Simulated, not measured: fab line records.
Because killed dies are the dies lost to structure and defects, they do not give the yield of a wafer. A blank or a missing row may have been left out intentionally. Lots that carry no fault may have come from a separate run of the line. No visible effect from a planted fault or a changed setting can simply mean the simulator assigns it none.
fab line records | flow n5-finfet
record lots=7 | wafers=21
route steps=1938 shown BEOL_M7@1289 BEOL_M8@1342
start-h: start of the lot's first displayed wafer, in hours after the record's first day | wait-h: how many hours have passed since the lot's step before this one | " repeats the value in the row above | L1.1+2: several wafers, shown together as one row | - no value present, or no start provided | * or withheld: withheld | < > ~ a bound
route shown NAME@n: NAME is a module with steps in the file, n the number in the route of the first one | usual: mean and standard deviation over wafers with no fault | same: alike in all rows | chamber/n: place in a boat | sites: the reading at each site | _std_site: standard deviation across them | _edge_site: inner sites' mean taken away from outer sites' mean | radius-mm: for every site, how far away it sits from the centre of the wafer | mask NAME#n: copy n | behind: tool/chamber where the wafer was last shaped | hold: what put the lot on hold/how long, in hours/how the hold closed | device: transistor that didn't switch, given as n, p or np | end of line: the route-end tests of the same wafers | a step without rows: its recipe alone | killed: dies that structure and defects cost at the first sort, which is not the same as the wafer's yield | map: a wafer's dies, marking killed ones x, the rest . and places with no die _
set.NAME: the setting that was run; set.NAME@STEP: the one run at that earlier step | model.NAME: the simulator's own value behind a step, which no gauge read
lots with deliberately changed settings; one table per step, one row per wafer
## steps
# step N5_BEOL_M7_COAT_71
# recipe resist=underlayer | temp-c=205 | time-s=60 | spin-rpm=1500 | resist-thk-nm=5
lot.wafer  | tool           | chamber | start-h | wait-h | set.spin-rpm
L074.2+5+6 | litho-track-01 | 0       | -       | -      | 1500
L077.1+3   | litho-track-04 | 0       | -       | -      | 1500
L077.4     | "              | 0       | "       | "      | 1568
L079.3+5   | litho-track-02 | 0       | -       | -      | 1500
L079.6     | "              | 0       | "       | "      | 1346
L080.2+3+5 | litho-track-02 | 0       | -       | -      | 1500
L090.4     | litho-track-01 | 0       | -       | -      | 1351
L090.5+6   | "              | 0       | "       | "      | 1500
L093.3+6   | litho-track-01 | 0       | -       | -      | 1500
L093.5     | "              | 0       | "       | "      | 1428
L097.1     | litho-track-01 | 0       | -       | -      | 1450
L097.3+4   | "              | 0       | "       | "      | 1500
# step N5_BEOL_M7_COAT_22
# recipe resist=CAR-EUV | spin-rpm=1500 | resist-thk-nm=30
# step N5_BEOL_M7_EBR_24
# recipe solvent=PGMEA | ebr-width-mm=1.5
# step N5_BEOL_M7_DESCUM_33
# recipe chemistry=O2 | time-s=7 | source-power-w=50 | bias-power-w=20 | pressure-mtorr=20 | rf-frequency-hz=2.712e+07 | temp-c=40 | resist=CAR-EUV | o2-flow-sccm=225
# step N5_BEOL_M7_ETCH_72
# recipe chemistry=N2/H2 | target=underlayer | target-depth-a=65 | mask-material=CAR-EUV | time-s=5.2 | ion-energy-ev=200 | pressure-mtorr=30 | source-w=840 | bias-w=150 | n2-flow-sccm=200 | h2-flow-sccm=200 | ends=cleared
lot.wafer | tool        | chamber | start-h | wait-h | set.spin-rpm@BEOL_M7_COAT_71 | model.etch.depth-nm
L074.2    | rie-diel-06 | 1       | 235.38  | 0.0    | 1500                         | 4.991
L074.5    | "           | 0       | "       | "      | 1500                         | 4.996
L074.6    | "           | 3       | "       | "      | 1500                         | 5.002
L077.1    | rie-diel-06 | 0       | 245.82  | 0.0    | 1500                         | 5.014
L077.3    | "           | 3       | "       | "      | 1500                         | 5.013
L077.4    | "           | 1       | "       | "      | 1568                         | 4.9
L079.3    | rie-diel-02 | 3       | 265.35  | 0.0    | 1500                         | 5.013
L079.5    | "           | 3       | "       | "      | 1500                         | 5.009
L079.6    | "           | 0       | "       | "      | 1346                         | 5.298
L080.2    | rie-diel-02 | 2       | 268.55  | 0.0    | 1500                         | 5.004
L080.3    | "           | 0       | "       | "      | 1500                         | 4.993
L080.5    | "           | 2       | "       | "      | 1500                         | 5
L090.4    | rie-diel-04 | 0       | 324.38  | 0.0    | 1351                         | 5.253
L090.5    | "           | 0       | "       | "      | 1500                         | 4.997
L090.6    | "           | 3       | "       | "      | 1500                         | 5.001
L093.3    | rie-diel-06 | 0       | 347.37  | 0.0    | 1500                         | 5.033
L093.5    | "           | 3       | "       | "      | 1428                         | 5.143
L093.6    | "           | 2       | "       | "      | 1500                         | 5.016
L097.1    | rie-diel-04 | 3       | 370.52  | 0.0    | 1450                         | 5.098
L097.3    | "           | 0       | "       | "      | 1500                         | 4.999
L097.4    | "           | 2       | "       | "      | 1500                         | 5.001
# step N5_BEOL_M7_ETCH_65
# recipe chemistry=CF4 | target=SiARC | target-depth-a=156 | mask-material=CAR-EUV | time-s=26 | ion-energy-ev=80 | pressure-mtorr=40 | source-w=545 | bias-w=36 | Ar_flow_sccm=100 | cf4-flow-sccm=100 | ends=cleared
# step N5_BEOL_M7_ETCH_66
# recipe chemistry=N2/H2 | target=SOC | target-depth-a=800 | overetch-a=160 | mask-material=SiARC | temp-c=40 | time-s=120 | ion-energy-ev=200 | pressure-mtorr=30 | source-w=840 | bias-w=150 | n2-flow-sccm=200 | h2-flow-sccm=200
lot.wafer | tool        | chamber | start-h | wait-h | set.spin-rpm@BEOL_M7_COAT_63 | model.etch.depth-nm
L074.2    | rie-diel-06 | 1       | 235.42  | 0.0    | 1500                         | 60.08
L074.5    | "           | 0       | "       | "      | 1500                         | 60.23
L074.6    | "           | 3       | "       | "      | 1500                         | 60.21
L077.1    | rie-diel-06 | 0       | 245.87  | 0.0    | 1500                         | 60.12
L077.3    | "           | 3       | "       | "      | 1500                         | 59.97
L077.4    | "           | 1       | "       | "      | 1500                         | 60.08
L079.3    | rie-diel-02 | 3       | 265.39  | 0.0    | 1500                         | 60.12
L079.5    | "           | 3       | "       | "      | 1500                         | 59.94
L079.6    | "           | 0       | "       | "      | 1500                         | 59.9
L080.2    | rie-diel-02 | 2       | 268.59  | 0.0    | 1500                         | 60.29
L080.3    | "           | 0       | "       | "      | 1372                         | 62.78
L080.5    | "           | 2       | "       | "      | 1500                         | 60.05
L090.4    | rie-diel-04 | 0       | 324.43  | 0.0    | 1500                         | 59.91
L090.5    | "           | 0       | "       | "      | 1648                         | 56.98
L090.6    | "           | 3       | "       | "      | 1648                         | 57.18
L093.3    | rie-diel-06 | 0       | 347.41  | 0.0    | 1500                         | 59.95
L093.5    | "           | 3       | "       | "      | 1500                         | 59.93
L093.6    | "           | 2       | "       | "      | 1444                         | 61.21
L097.1    | rie-diel-04 | 3       | 370.57  | 0.0    | 1500                         | 60.05
L097.3    | "           | 0       | "       | "      | 1500                         | 60.2
L097.4    | "           | 2       | "       | "      | 1500                         | 60.02
# step N5_BEOL_M7_STRIP_69
# recipe chemistry=N2/H2 | temp-c=40 | n2-flow-sccm=200 | h2-flow-sccm=200 | rf-frequency-hz=6e+07
# step N5_BEOL_M7_STRIP_73
# recipe chemistry=N2/H2 | temp-c=40 | n2-flow-sccm=200 | h2-flow-sccm=200 | rf-frequency-hz=6e+07
# step N5_BEOL_M7_VIA_ETCH_34
# recipe chemistry=C4F6/O2 | target=SiCOH_lowk | target-depth-a=1255 | mask-material=SOC | taper-deg=4 | time-s=50.5 | ion-energy-ev=250 | pressure-mtorr=30 | source-w=345 | bias-w=185 | Ar_flow_sccm=300 | C4F6_flow_sccm=10 | O2_flow_sccm=10
lot.wafer  | tool        | chamber | start-h | wait-h | set.spin-rpm@BEOL_M7_COAT_63 | model.SOC_of_BEOL_M7_COAT_63.thk-nm
L074.2     | rie-diel-06 | 1       | 235.52  | 0.0    | 1500                         | 54.2
L074.5     | "           | 0       | "       | "      | 1500                         | 54
L074.6     | "           | 3       | "       | "      | 1500                         | 54.4
L077.1     | rie-diel-06 | 0       | 245.97  | 0.0    | 1500                         | 54
L077.3+4   | "           | 3,1     | "       | "      | 1500                         | 54.2
L079.3     | rie-diel-02 | 3       | 265.49  | 0.0    | 1500                         | 54
L079.5+6   | "           | 3,0     | "       | "      | 1500                         | 53.8
L080.2     | rie-diel-02 | 2       | 268.69  | 0.0    | 1500                         | 54.4
L080.3     | "           | 0       | "       | "      | 1372                         | 56.6
L080.5     | "           | 2       | "       | "      | 1500                         | 54.2
L090.4     | rie-diel-04 | 0       | 324.53  | 0.0    | 1500                         | 53.8
L090.5     | "           | 0       | "       | "      | 1648                         | 50.8
L090.6     | "           | 3       | "       | "      | 1648                         | 51.2
L093.3     | rie-diel-06 | 0       | 347.51  | 0.0    | 1500                         | 53.8
L093.5     | "           | 3       | "       | "      | 1500                         | 54
L093.6     | "           | 2       | "       | "      | 1444                         | 55.2
L097.1+3+4 | rie-diel-04 | 3,0,2   | 370.67  | 0.0    | 1500                         | 54
# step N5_BEOL_M7_STRIP_76
# recipe chemistry=C4F6/O2 | resist=SiARC | rf-frequency-hz=6e+07
# step N5_BEOL_M7_STRIP_36
# recipe chemistry=N2/H2 | power-w=450 | temp-c=40 | pressure-mtorr=20 | rf-frequency-hz=6e+07 | overash-fraction=0.3 | bias-power-w=7 | h2-frac=0.5 | n2-flow-sccm=200 | h2-flow-sccm=200
# step N5_BEOL_M7_STRIP_80
# recipe chemistry=N2/H2 | time-s=10 | power-w=450 | temp-c=40 | pressure-mtorr=20 | rf-frequency-hz=6e+07 | bias-power-w=7 | n2-flow-sccm=200 | h2-flow-sccm=200
# step N5_BEOL_M7_HM_STRIP_39
# recipe chemistry=peroxide-tin-strip | material=TiN | target-depth-a=250 | temp-c=50 | time-s=158
lot.wafer | tool         | chamber | start-h | wait-h | set.temp-c@BEOL_M7_PECVD_70 | model.SiO2_of_BEOL_M7_PECVD_70.thk-nm
L074.2    | wet-bench-04 | 1       | 235.80  | 0.0    | 400                         | 19.8
L074.5    | "            | 3       | "       | "      | 400                         | 20
L074.6    | "            | 5       | "       | "      | 400                         | 20.2
L077.1    | wet-bench-06 | 1       | 246.25  | 0.0    | 400                         | 19.6
L077.3    | "            | 0       | "       | "      | 408.5                       | 18.8
L077.4    | "            | 7       | "       | "      | 400                         | 20
L079.3    | wet-bench-05 | 0       | 265.77  | 0.0    | 400                         | 19.6
L079.5    | "            | 2       | "       | "      | 400                         | 19.8
L079.6    | "            | 5       | "       | "      | 400                         | 20.2
L080.2    | wet-bench-04 | 7       | 268.97  | 0.0    | 400                         | 20
L080.3    | "            | 2       | "       | "      | 400                         | 19.8
L080.5    | "            | 1       | "       | "      | 385.4                       | 22
L090.4    | wet-bench-04 | 0       | 324.81  | 0.0    | 400                         | 19.8
L090.5    | "            | 6       | "       | "      | 400                         | 20
L090.6    | "            | 7       | "       | "      | 411.6                       | 18.4
L093.3    | wet-bench-06 | 7       | 347.80  | 0.0    | 400                         | 19.8
L093.5+6  | "            | 1,3     | "       | "      | 392.5                       | 20.6
L097.1    | wet-bench-06 | 6       | 370.96  | 0.0    | 400                         | 19.8
L097.3    | "            | 3       | "       | "      | 400                         | 19.4
L097.4    | "            | 2       | "       | "      | 386.6                       | 21.8
# step N5_BEOL_M7_SRD_40
# recipe time-s=30 | temp-c=23 | rinse-liquid=diw | dry=ipa-marangoni
# step N5_BEOL_M7_PRECLEAN_42
# recipe chemistry=residue-remover | time-s=60 | temp-c=40
# step N5_BEOL_M7_SRD_43
# recipe time-s=30 | temp-c=23 | rinse-liquid=diw | dry=ipa-marangoni
# step N5_BEOL_M7_CD_MEAS_35
# recipe target-cd-nm=40 | polarity=opening
# usual cd-nm=40.0/0.6
lot.wafer | tool      | chamber | start-h | wait-h | set.dose-mj@BEOL_M7_EXPOSE_08 | cd-nm
L074.2    | cd-sem-01 | -       | 235.93  | 0.0    | 68.25                         | 39.5
L074.5    | "         | -       | "       | "      | 68.25                         | 39.6
L074.6    | "         | -       | "       | "      | 68.25                         | 39.6
L077.1    | cd-sem-01 | -       | 246.37  | 0.0    | 63.39                         | 36.7
L077.3    | "         | -       | "       | "      | 68.25                         | 40.2
L077.4    | "         | -       | "       | "      | 68.25                         | 40.6
L079.3    | cd-sem-01 | -       | 265.90  | 0.0    | 68.25                         | 39.7
L079.5    | "         | -       | "       | "      | 63.59                         | 36.6
L079.6    | "         | -       | "       | "      | 63.59                         | 37.0
L080.2    | cd-sem-03 | -       | 269.09  | 0.0    | 68.25                         | 39.0
L080.3    | "         | -       | "       | "      | 63.99                         | 37.2
L080.5    | "         | -       | "       | "      | 68.25                         | 40.2
L090.4    | cd-sem-03 | -       | 324.93  | 0.0    | 69.85                         | 40.8
L090.5    | "         | -       | "       | "      | 69.85                         | 41.2
L090.6    | "         | -       | "       | "      | 68.25                         | 39.9
L093.3    | cd-sem-03 | -       | 347.93  | 0.0    | 68.25                         | 39.5
L093.5    | "         | -       | "       | "      | 68.25                         | 39.5
L093.6    | "         | -       | "       | "      | 63.97                         | 36.5
L097.1    | cd-sem-03 | -       | 371.08  | 0.0    | 68.25                         | 40.8
L097.3    | "         | -       | "       | "      | 71.55                         | 42.8
L097.4    | "         | -       | "       | "      | 68.25                         | 41.0
# step N5_BEOL_M8_EXPOSE_08
# recipe mask-id=M8 | na=1.35 | source-shape=dipole | sigma-inner=0.817 | sigma-outer=0.97 | polarization=te | dose-mj=68.25
lot.wafer  | tool            | chamber | start-h | wait-h | mask | set.dose-mj
L074.2+5+6 | arfi-scanner-01 | 0       | 243.06  | -      | M8#0 | 68.25
L077.1     | arfi-scanner-01 | 0       | 253.47  | -      | M8#0 | 66.35
L077.3+4   | "               | 0       | "       | "      | M8#0 | 68.25
L079.3+5   | arfi-scanner-03 | 0       | 270.38  | -      | M8#0 | 72.06
L079.6     | "               | 0       | "       | "      | M8#0 | 68.25
L080.2     | arfi-scanner-03 | 0       | 273.44  | -      | M8#0 | 68.25
L080.3+5   | "               | 0       | "       | "      | M8#0 | 70.3
L090.4+5+6 | arfi-scanner-02 | 0       | 330.51  | -      | M8#0 | 71.26
L093.3+6   | arfi-scanner-01 | 0       | 354.81  | -      | M8#0 | 71.43
L093.5     | "               | 0       | "       | "      | M8#0 | 68.25
L097.1     | arfi-scanner-02 | 0       | 377.85  | -      | M8#0 | 68.25
L097.3+4   | "               | 0       | "       | "      | M8#0 | 64.1
# step N5_BEOL_M8_PEB_09
# recipe peb-temp-c=withheld | peb-time-s=60 | resist=CAR-ArF
# step N5_BEOL_M8_DEVELOP_10
# recipe develop-time-s=30 | developer=TMAH | resist=CAR-ArF | rinse-liquid=diw | dry=air-spin | dev-temp-c=23
# step N5_BEOL_M8_CD_MEAS_11
# recipe target-cd-nm=38.5 | landing-energy-ev=500 | detector=se-inlens | polarity=opening
# usual cd-nm=38.3/0.54
lot.wafer | tool      | chamber | start-h | wait-h | set.dose-mj@BEOL_M8_EXPOSE_08 | cd-nm
L074.2    | cd-sem-02 | 0       | 243.18  | -      | 68.25                         | 39.0
L074.5    | "         | 0       | "       | "      | 68.25                         | 37.9
L074.6    | "         | 0       | "       | "      | 68.25                         | 38.2
L077.1    | cd-sem-03 | 0       | 253.60  | -      | 66.35                         | 37.0
L077.3    | "         | 0       | "       | "      | 68.25                         | 39.3
L077.4    | "         | 0       | "       | "      | 68.25                         | 38.9
L079.3    | cd-sem-03 | 0       | 270.50  | -      | 72.06                         | 41.6
L079.5    | "         | 0       | "       | "      | 72.06                         | 41.3
L079.6    | "         | 0       | "       | "      | 68.25                         | 38.6
L080.2    | cd-sem-02 | 0       | 273.56  | -      | 68.25                         | 38.1
L080.3    | "         | 0       | "       | "      | 70.3                          | 38.9
L080.5    | "         | 0       | "       | "      | 70.3                          | 39.9
L090.4    | cd-sem-03 | 0       | 330.62  | -      | 71.26                         | 40.2
L090.5    | "         | 0       | "       | "      | 71.26                         | 40.5
L090.6    | "         | 0       | "       | "      | 71.26                         | 40.3
L093.3    | cd-sem-01 | 0       | 354.92  | -      | 71.43                         | 39.9
L093.5    | "         | 0       | "       | "      | 68.25                         | 38.5
L093.6    | "         | 0       | "       | "      | 71.43                         | 40.4
L097.1    | cd-sem-01 | 0       | 377.98  | -      | 68.25                         | 38.6
L097.3    | "         | 0       | "       | "      | 64.1                          | 35.6
L097.4    | "         | 0       | "       | "      | 64.1                          | 35.6
# step N5_BEOL_M8_DESCUM_16
# recipe chemistry=O2 | time-s=7.9 | source-power-w=50 | bias-power-w=20 | pressure-mtorr=20 | rf-frequency-hz=2.712e+07 | temp-c=40 | resist=CAR-ArF | o2-flow-sccm=225
lot.wafer  | tool        | chamber | start-h | wait-h | set.time-s
L074.2+5+6 | rie-diel-05 | 3,1,2   | 243.71  | 0.5    | 7.9
L077.1+3   | rie-diel-03 | 1,3     | 254.15  | 0.5    | 7.9
L077.4     | "           | 1       | "       | "      | 8.637
L079.3     | rie-diel-01 | 1       | 272.47  | 1.9    | 7.9
L079.5+6   | "           | 3,2     | "       | "      | 7.211
L080.2+3+5 | rie-diel-01 | 0,2,0   | 275.56  | 1.9    | 7.9
L090.4+6   | rie-diel-01 | 3       | 330.74  | 0.1    | 7.9
L090.5     | "           | 2       | "       | "      | 8.888
L093.3+5+6 | rie-diel-01 | 1,2,3   | 355.05  | 0.1    | 7.9
L097.1     | rie-diel-01 | 1       | 378.18  | 0.1    | 7.241
L097.3+4   | "           | 2       | "       | "      | 7.9
# step N5_BEOL_M8_ETCH_61
# recipe chemistry=CF4 | target=SiARC | target-depth-a=455 | mask-material=CAR-ArF | time-s=75.8 | ion-energy-ev=80 | pressure-mtorr=40 | source-w=545 | bias-w=36 | Ar_flow_sccm=100 | cf4-flow-sccm=100 | ends=cleared
lot.wafer | tool        | chamber | start-h | wait-h | set.dose-mj@BEOL_M8_EXPOSE_08 | set.time-s@BEOL_M8_DESCUM_16 | model.BEOL_M8.cd-offset-nm | model.CAR-ArF_of_BEOL_M8_COAT_05.thk-nm
L074.2    | rie-diel-05 | 3       | 243.74  | 0.0    | 68.25                         | 7.9                          | 0.6                        | 50.8
L074.5    | "           | 1       | "       | "      | 68.25                         | 7.9                          | -0.6                       | 50.6
L074.6    | "           | 2       | "       | "      | 68.25                         | 7.9                          | -0.4                       | 50.6
L077.1    | rie-diel-03 | 1       | 254.18  | 0.0    | 66.35                         | 7.9                          | -1.6                       | 51
L077.3    | "           | 3       | "       | "      | 68.25                         | 7.9                          | 0.8                        | 50.8
L077.4    | "           | 1       | "       | "      | 68.25                         | 8.637                        | 0                          | 50.4
L079.3    | rie-diel-01 | 1       | 272.50  | 0.0    | 72.06                         | 7.9                          | 3.2                        | 50.4
L079.5    | "           | 3       | "       | "      | 72.06                         | 7.211                        | 2.2                        | 51
L079.6    | "           | 2       | "       | "      | 68.25                         | 7.211                        | 0.2                        | 51.2
L080.2    | rie-diel-01 | 0       | 275.60  | 0.0    | 68.25                         | 7.9                          | -0.6                       | 51
L080.3    | "           | 2       | "       | "      | 70.3                          | 7.9                          | 1.2                        | 50.8
L080.5    | "           | 0       | "       | "      | 70.3                          | 7.9                          | 1.4                        | 51
L090.4    | rie-diel-01 | 3       | 330.80  | 0.0    | 71.26                         | 7.9                          | 1.4                        | 50.4
L090.5    | "           | 2       | "       | "      | 71.26                         | 8.888                        | 2                          | 49.8
L090.6    | "           | 3       | "       | "      | 71.26                         | 7.9                          | 1.6                        | 50.6
L093.3    | rie-diel-01 | 1       | 355.08  | 0.0    | 71.43                         | 7.9                          | 2                          | 50.4
L093.5    | "           | 2       | "       | "      | 68.25                         | 7.9                          | 0                          | 50.8
L093.6    | "           | 3       | "       | "      | 71.43                         | 7.9                          | 2.2                        | 51
L097.1    | rie-diel-01 | 1       | 378.21  | 0.0    | 68.25                         | 7.241                        | -0.2                       | 51
L097.3    | "           | 2       | "       | "      | 64.1                          | 7.9                          | -3.4                       | 50.6
L097.4    | "           | 2       | "       | "      | 64.1                          | 7.9                          | -3.4                       | 50.4
# step N5_BEOL_M8_ETCH_62
# recipe chemistry=N2/H2 | target=SOC | target-depth-a=1100 | overetch-a=220 | mask-material=SiARC | temp-c=40 | time-s=165 | ion-energy-ev=200 | pressure-mtorr=30 | source-w=840 | bias-w=150 | n2-flow-sccm=200 | h2-flow-sccm=200
lot.wafer | tool        | chamber | start-h | wait-h | set.dose-mj@BEOL_M8_EXPOSE_08 | model.BEOL_M8.cd-offset-nm
L074.2    | rie-diel-05 | 3       | 243.80  | 0.0    | 68.25                         | 0.4
L074.5    | "           | 1       | "       | "      | 68.25                         | -0.2
L074.6    | "           | 2       | "       | "      | 68.25                         | -0.6
L077.1    | rie-diel-03 | 1       | 254.24  | 0.0    | 66.35                         | -1.8
L077.3    | "           | 3       | "       | "      | 68.25                         | 1
L077.4    | "           | 1       | "       | "      | 68.25                         | -0.2
L079.3    | rie-diel-01 | 1       | 272.56  | 0.0    | 72.06                         | 3.8
L079.5    | "           | 3       | "       | "      | 72.06                         | 2.6
L079.6    | "           | 2       | "       | "      | 68.25                         | 0.4
L080.2    | rie-diel-01 | 0       | 275.65  | 0.0    | 68.25                         | -0.8
L080.3    | "           | 2       | "       | "      | 70.3                          | 1.2
L080.5    | "           | 0       | "       | "      | 70.3                          | 1.4
L090.4    | rie-diel-01 | 3       | 330.93  | 0.1    | 71.26                         | 1.8
L090.5    | "           | 2       | "       | "      | 71.26                         | 2
L090.6    | "           | 3       | "       | "      | 71.26                         | 1.6
L093.3    | rie-diel-01 | 1       | 355.14  | 0.0    | 71.43                         | 2
L093.5    | "           | 2       | "       | "      | 68.25                         | -0.2
L093.6    | "           | 3       | "       | "      | 71.43                         | 2.4
L097.1    | rie-diel-01 | 1       | 378.27  | 0.0    | 68.25                         | -0.4
L097.3    | "           | 2       | "       | "      | 64.1                          | -3.8
L097.4    | "           | 2       | "       | "      | 64.1                          | -3.6
# step N5_BEOL_M8_STRIP_68
# recipe chemistry=N2/H2 | temp-c=40 | n2-flow-sccm=200 | h2-flow-sccm=200 | rf-frequency-hz=6e+07
# step N5_BEOL_M8_STRIP_67
# recipe chemistry=CF4 | resist=SiARC | power-w=300 | bias-power-w=75 | pressure-mtorr=50 | cf4-flow-sccm=150 | rf-frequency-hz=6e+07
# step N5_BEOL_M8_HM_OPEN_17
# recipe chemistry=Cl2/BCl3 | target-depth-a=200 | overetch-a=60 | target=TiN | mask-material=SOC | ion-energy-ev=150 | pressure-mtorr=10 | icp-w=1000 | bias-w=126 | Cl2_flow_sccm=53.25 | bcl3-flow-sccm=21.75 | Ar_flow_sccm=25
# step N5_BEOL_M8_STRIP_19
# recipe chemistry=O2 | power-w=400 | temp-c=40 | pressure-mtorr=30 | rf-frequency-hz=6e+07 | bias-power-w=0 | overash-fraction=0.2 | o2-flow-sccm=225
# step N5_BEOL_M8_CD_MEAS_18
# recipe pitch-nm=80 | target-cd-nm=40
# usual cd-nm=39.8/0.61
lot.wafer | tool      | chamber | start-h | wait-h | set.dose-mj@BEOL_M8_EXPOSE_08 | cd-nm
L074.2    | cd-sem-02 | -       | 244.23  | 0.1    | 68.25                         | 40.4
L074.5    | "         | -       | "       | "      | 68.25                         | 39.5
L074.6    | "         | -       | "       | "      | 68.25                         | 39.5
L077.1    | cd-sem-02 | -       | 254.62  | 0.1    | 66.35                         | 38.2
L077.3    | "         | -       | "       | "      | 68.25                         | 41.0
L077.4    | "         | -       | "       | "      | 68.25                         | 40.0
L079.3    | cd-sem-02 | -       | 273.36  | 0.1    | 72.06                         | 44.0
L079.5    | "         | -       | "       | "      | 72.06                         | 42.9
L079.6    | "         | -       | "       | "      | 68.25                         | 40.5
L080.2    | cd-sem-02 | -       | 276.23  | 0.1    | 68.25                         | 38.9
L080.3    | "         | -       | "       | "      | 70.3                          | 41.2
L080.5    | "         | -       | "       | "      | 70.3                          | 41.1
L090.4    | cd-sem-02 | -       | 331.41  | 0.1    | 71.26                         | 41.4
L090.5    | "         | -       | "       | "      | 71.26                         | 42.3
L090.6    | "         | -       | "       | "      | 71.26                         | 41.7
L093.3    | cd-sem-03 | -       | 355.51  | 0.1    | 71.43                         | 42.0
L093.5    | "         | -       | "       | "      | 68.25                         | 39.9
L093.6    | "         | -       | "       | "      | 71.43                         | 42.2
L097.1    | cd-sem-02 | -       | 378.63  | 0.0    | 68.25                         | 40.0
L097.3    | "         | -       | "       | "      | 64.1                          | 36.4
L097.4    | "         | -       | "       | "      | 64.1                          | 36.6
# step N5_BEOL_M8_COAT_63
# recipe resist=SOC | temp-c=250 | time-s=60 | spin-rpm=1500 | resist-thk-nm=60
# step N5_BEOL_M8_COAT_64
# recipe resist=SiARC | temp-c=220 | time-s=60 | spin-rpm=1500 | resist-thk-nm=12
# step N5_BEOL_M8_PRECLEAN_42
# recipe chemistry=residue-remover | time-s=60 | temp-c=40
# step N5_BEOL_M8_SRD_43
# recipe time-s=30 | temp-c=23 | rinse-liquid=diw | dry=ipa-marangoni
# step N5_BEOL_M8_CD_MEAS_35
# recipe target-cd-nm=40 | polarity=opening
# usual cd-nm=39.9/0.61
lot.wafer | tool      | chamber | start-h | wait-h | set.dose-mj@BEOL_M8_EXPOSE_08 | cd-nm
L074.2    | cd-sem-02 | -       | 246.39  | 0.0    | 68.25                         | 40.5
L074.5    | "         | -       | "       | "      | 68.25                         | 39.5
L074.6    | "         | -       | "       | "      | 68.25                         | 39.5
L077.1    | cd-sem-03 | -       | 256.19  | 0.0    | 66.35                         | 38.3
L077.3    | "         | -       | "       | "      | 68.25                         | 41.1
L077.4    | "         | -       | "       | "      | 68.25                         | 39.6
L079.3    | cd-sem-01 | -       | 276.88  | 0.0    | 72.06                         | 44.1
L079.5    | "         | -       | "       | "      | 72.06                         | 42.8
L079.6    | "         | -       | "       | "      | 68.25                         | 40.2
L080.2    | cd-sem-01 | -       | 281.96  | 0.0    | 68.25                         | 39.5
L080.3    | "         | -       | "       | "      | 70.3                          | 41.5
L080.5    | "         | -       | "       | "      | 70.3                          | 41.4
L090.4    | cd-sem-02 | -       | 333.47  | 0.0    | 71.26                         | 41.8
L090.5    | "         | -       | "       | "      | 71.26                         | 42.1
L090.6    | "         | -       | "       | "      | 71.26                         | 42.0
L093.3    | cd-sem-02 | -       | 359.14  | 0.0    | 71.43                         | 42.1
L093.5    | "         | -       | "       | "      | 68.25                         | 39.8
L093.6    | "         | -       | "       | "      | 71.43                         | 42.2
L097.1    | cd-sem-03 | -       | 383.15  | 0.0    | 68.25                         | 39.9
L097.3    | "         | -       | "       | "      | 64.1                          | 36.3
L097.4    | "         | -       | "       | "      | 64.1                          | 36.4
## key
split step=N5_BEOL_M7_COAT_71 | setting=spin-rpm | stated=1500 | by=wafer
response step=N5_BEOL_M7_ETCH_72 | reading=model.etch.depth-nm | change=-0.0266 | per=1% | r=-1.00
split step=N5_BEOL_M8_EXPOSE_08 | setting=dose-mj | stated=68.25 | by=wafer
response step=N5_BEOL_M8_CD_MEAS_11 | reading=cd-nm | change=+0.478 | per=1% | r=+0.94
response step=N5_BEOL_M8_ETCH_61 | reading=model.BEOL_M8.cd-offset-nm | change=+0.511 | per=1% | r=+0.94
response step=N5_BEOL_M8_ETCH_62 | reading=model.BEOL_M8.cd-offset-nm | change=+0.556 | per=1% | r=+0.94
response step=N5_BEOL_M8_CD_MEAS_18 | reading=cd-nm | change=+0.568 | per=1% | r=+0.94
response step=N5_BEOL_M8_CD_MEAS_35 | reading=cd-nm | change=+0.584 | per=1% | r=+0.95
split step=N5_BEOL_M8_DESCUM_16 | setting=time-s | stated=7.9 | by=wafer
response step=N5_BEOL_M8_ETCH_61 | reading=model.CAR-ArF_of_BEOL_M8_COAT_05.thk-nm | change=-0.0609 | per=1% | r=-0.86
split outside-this-file step=N5_BEOL_M7_PECVD_70 setting=temp-c
split outside-this-file step=N5_BEOL_M7_EXPOSE_08 setting=dose-mj
split outside-this-file step=N5_BEOL_M7_COAT_63 setting=spin-rpm
# split outside-this-file: this setting was split too, and the file shows its column; the key of that split is in another file
